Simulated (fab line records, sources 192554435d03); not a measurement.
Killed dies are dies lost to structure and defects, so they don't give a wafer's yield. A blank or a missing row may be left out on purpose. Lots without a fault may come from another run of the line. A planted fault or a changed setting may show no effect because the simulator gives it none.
One fault seen from 2 desks | flow n5_finfet | each desk has only its own numbers; what lay behind them comes last

THE TOOL OWNER'S DESK: rie_diel-04
The tool's own readings at N5_BEOL_M0_SAQP_ETCH_107 (etches SiNx in CH3F/O2, target depth 30 nm): means of the sampled wafers that have a number, for each lot that ran on this tool. A lot is out of limits, marked OUT, if its mean lies more than 4 standard deviations from the usual mean; the brackets give that distance.
Columns: A = O2_flow_sccm at N5_BEOL_M0_SAQP_ETCH_107, usual 20.00 sccm; B = bias_w at N5_BEOL_M0_SAQP_ETCH_107, usual 73.04 W; C = drypump_motor_current_A at N5_BEOL_M0_SAQP_ETCH_107, usual 5.7 A; D = oes_product_au at N5_BEOL_M0_SAQP_ETCH_107, usual 0.76 a.u.; E = rf_vpp_V at N5_BEOL_M0_SAQP_ETCH_107, usual 299 V; F = showerhead_plenum_p_Torr at N5_BEOL_M0_SAQP_ETCH_107, usual 2.01 Torr; G = throttle_valve_pct at N5_BEOL_M0_SAQP_ETCH_107, usual 16.45 %
lot  | first seen here | A     | B               | C   | D    | E              | F    | G
L224 | day 7 12:26     | 20.07 | 73.08           | 5.5 | 0.77 | 299            | 2.01 | 16.52
L232 | day 9 13:25     | 19.98 | 78.17 (+22) OUT | 5.5 | 0.76 | 314 (+4.3) OUT | 2.01 | 16.54
L236 | day 10 16:19    | 20.08 | 77.90 (+21) OUT | 5.5 | 0.76 | 314 (+4.1) OUT | 2.00 | 16.56
This desk's finding: out of limits on L232, L236; first on L232, day 9 13:25 (bias_w at N5_BEOL_M0_SAQP_ETCH_107). In limits: L224.

THE METROLOGY DESK
What the gauges read, lot by lot, whatever tool the lot ran on: means of the sampled wafers that have a number. A lot is out of limits, marked OUT, if its mean lies more than 4 standard deviations from the usual mean; the brackets give that distance. Of its 11 readings 7 are shown: those that lie furthest out on some lot.
Columns: A = IOFF_N at N5_BEOL_M4_RC_MEAS_101, usual 0.156 nA/um; B = IOFF_P at N5_BEOL_M4_RC_MEAS_101, usual 0.21 nA/um; C = ION_N at N5_BEOL_M4_RC_MEAS_101, usual 674 uA/um; D = ION_P at N5_BEOL_M4_RC_MEAS_101, usual 463 uA/um; E = SS_N at N5_BEOL_M4_RC_MEAS_101, usual 71.5 mV/dec; F = SS_P at N5_BEOL_M4_RC_MEAS_101, usual 73.2 mV/dec; G = VT_P at N5_BEOL_M4_RC_MEAS_101, usual -250 mV
lot  | first seen here | A     | B    | C   | D   | E    | F    | G
L223 | day 7 02:53     | 0.180 | 0.25 | 692 | 477 | 70.9 | 74.2 | -246
L224 | day 7 11:40     | 0.150 | 0.20 | 662 | 458 | 71.5 | 72.5 | -251
L230 | day 9 02:04     | 0.159 | 0.18 | 678 | 455 | 71.3 | 73.1 | -254
L232 | day 9 12:39     | 0.155 | 0.20 | 670 | 460 | 71.7 | 73.1 | -251
L236 | day 10 15:16    | 0.165 | 0.23 | 685 | 473 | 70.8 | 73.5 | -246
L239 | day 11 08:20    | 0.168 | 0.18 | 685 | 459 | 72.0 | 73.6 | -253
This desk's finding: nothing out of limits on any of the 6 lots.

PUT TOGETHER
The tool owner's desk could have raised an alarm at day 9 13:25, on L232, L236.
The metrology desk saw nothing out of limits.
The metrology desk has L232, L236 on record, within its limits.
Of the lots named, all ran N5_BEOL_M0_SAQP_ETCH_107 on rie_diel-04.

WHAT THE SIMULATOR HAD PUT IN
Process parameter drift: rie_diel-04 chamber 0, from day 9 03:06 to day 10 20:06, at N5_BEOL_M0_SAQP_ETCH_107. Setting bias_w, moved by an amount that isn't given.
Lots struck among those shown: L232, L236.
Hours from the fault's start to each desk's first reading out of limits: the tool owner's desk, 10.
